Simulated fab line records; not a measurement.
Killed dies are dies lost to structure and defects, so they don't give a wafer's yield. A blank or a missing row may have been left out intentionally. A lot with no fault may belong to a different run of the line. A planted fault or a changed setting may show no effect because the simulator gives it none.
Chamber matching || flow n5-finfet || rie-diel-04 running N5_BEOL_M4_STRIP_19: 4 sister chambers
The step strips in O2. 14 wafers are shown with their chamber, then 7 later ones without.

WAFERS, EACH WITH ITS CHAMBER
{"wafer": "L078.2", "chamber": 3, "drypump-motor-current-A (A)": 6.5, "oes-product-au (a.u.)": 0.71, "showerhead-plenum-p-Torr (Torr)": 2.17}
{"wafer": "L078.3", "chamber": 1, "drypump-motor-current-A (A)": 5.4, "oes-product-au (a.u.)": 0.89, "showerhead-plenum-p-Torr (Torr)": 2.14}
{"wafer": "L078.6", "chamber": 1, "drypump-motor-current-A (A)": 5.4, "oes-product-au (a.u.)": 0.89, "showerhead-plenum-p-Torr (Torr)": 2.14}
{"wafer": "L079.1", "chamber": 2, "drypump-motor-current-A (A)": 5.7, "oes-product-au (a.u.)": 0.69, "showerhead-plenum-p-Torr (Torr)": 2.04}
{"wafer": "L079.2", "chamber": 1, "drypump-motor-current-A (A)": 5.4, "oes-product-au (a.u.)": 0.88, "showerhead-plenum-p-Torr (Torr)": 2.14}
{"wafer": "L079.5", "chamber": 2, "drypump-motor-current-A (A)": 5.8, "oes-product-au (a.u.)": 0.68, "showerhead-plenum-p-Torr (Torr)": 2.04}
{"wafer": "L080.1", "chamber": 2, "drypump-motor-current-A (A)": 5.8, "oes-product-au (a.u.)": 0.69, "showerhead-plenum-p-Torr (Torr)": 2.04}
{"wafer": "L080.4", "chamber": 0, "drypump-motor-current-A (A)": 5.2, "oes-product-au (a.u.)": 0.96, "showerhead-plenum-p-Torr (Torr)": 2.05}
{"wafer": "L080.5", "chamber": 1, "drypump-motor-current-A (A)": 5.4, "oes-product-au (a.u.)": 0.88, "showerhead-plenum-p-Torr (Torr)": 2.14}
{"wafer": "L082.1", "chamber": 3, "drypump-motor-current-A (A)": 6.5, "oes-product-au (a.u.)": 0.71, "showerhead-plenum-p-Torr (Torr)": 2.17}
{"wafer": "L082.2", "chamber": 2, "drypump-motor-current-A (A)": 5.8, "oes-product-au (a.u.)": 0.69, "showerhead-plenum-p-Torr (Torr)": 2.04}
{"wafer": "L082.4", "chamber": 1, "drypump-motor-current-A (A)": 5.4, "oes-product-au (a.u.)": 0.88, "showerhead-plenum-p-Torr (Torr)": 2.13}
{"wafer": "L086.1", "chamber": 3, "drypump-motor-current-A (A)": 6.5, "oes-product-au (a.u.)": 0.70, "showerhead-plenum-p-Torr (Torr)": 2.16}
{"wafer": "L086.3", "chamber": 1, "drypump-motor-current-A (A)": 5.4, "oes-product-au (a.u.)": 0.86, "showerhead-plenum-p-Torr (Torr)": 2.13}

SIGNATURES (averages over the wafers above)
{"reading": "drypump-motor-current-A", "chamber 0": 5.200, "chamber 1": 5.400, "chamber 2": 5.775, "chamber 3": 6.500, "scatter within a chamber": 0.0274}
{"reading": "oes-product-au", "chamber 0": 0.9600, "chamber 1": 0.8800, "chamber 2": 0.6875, "chamber 3": 0.7067, "scatter within a chamber": 0.00861}
{"reading": "showerhead-plenum-p-Torr", "chamber 0": 2.0500, "chamber 1": 2.1367, "chamber 2": 2.0400, "chamber 3": 2.1667, "scatter within a chamber": 0.00447}
Rule: for each reading, subtract the chamber's mean from the wafer's reading, divide by that reading's scatter and square the result; add these up over the readings and take the root, which gives the wafer's distance from the chamber. The wafer belongs to the nearest chamber; if the next one is less than 2 further off, it can't be placed. The scatter: the root of (the sum of the squares of (reading less its chamber's mean) over the shown wafers, divided by (wafers less chambers)).

WAFERS WITH NO CHAMBER GIVEN
{"wafer": "L086.4", "drypump-motor-current-A (A)": 5.8, "oes-product-au (a.u.)": 1.01, "showerhead-plenum-p-Torr (Torr)": 2.04}
{"wafer": "L090.1", "drypump-motor-current-A (A)": 6.5, "oes-product-au (a.u.)": 0.69, "showerhead-plenum-p-Torr (Torr)": 2.16}
{"wafer": "L090.3", "drypump-motor-current-A (A)": 5.8, "oes-product-au (a.u.)": 0.98, "showerhead-plenum-p-Torr (Torr)": 2.04}
{"wafer": "L090.5", "drypump-motor-current-A (A)": 5.2, "oes-product-au (a.u.)": 0.89, "showerhead-plenum-p-Torr (Torr)": 2.04}
{"wafer": "L094.3", "drypump-motor-current-A (A)": 5.8, "oes-product-au (a.u.)": 0.95, "showerhead-plenum-p-Torr (Torr)": 2.03}
{"wafer": "L094.5", "drypump-motor-current-A (A)": 6.5, "oes-product-au (a.u.)": 0.69, "showerhead-plenum-p-Torr (Torr)": 2.16}
{"wafer": "L094.6", "drypump-motor-current-A (A)": 5.2, "oes-product-au (a.u.)": 0.87, "showerhead-plenum-p-Torr (Torr)": 2.04}

WHICH CHAMBER EACH ONE RAN IN
{"wafer": "L086.4", "from the rows above": 0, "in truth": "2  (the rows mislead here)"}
{"wafer": "L090.1", "from the rows above": 3, "in truth": 3}
{"wafer": "L090.3", "from the rows above": 0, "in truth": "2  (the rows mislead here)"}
{"wafer": "L090.5", "from the rows above": 0, "in truth": 0}
{"wafer": "L094.3", "from the rows above": 0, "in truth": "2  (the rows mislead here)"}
{"wafer": "L094.5", "from the rows above": 3, "in truth": 3}
{"wafer": "L094.6", "from the rows above": 0, "in truth": 0}
Correct placement for 4 of the 7. Not placeable from these rows: 0. Wrongly placed: 3.
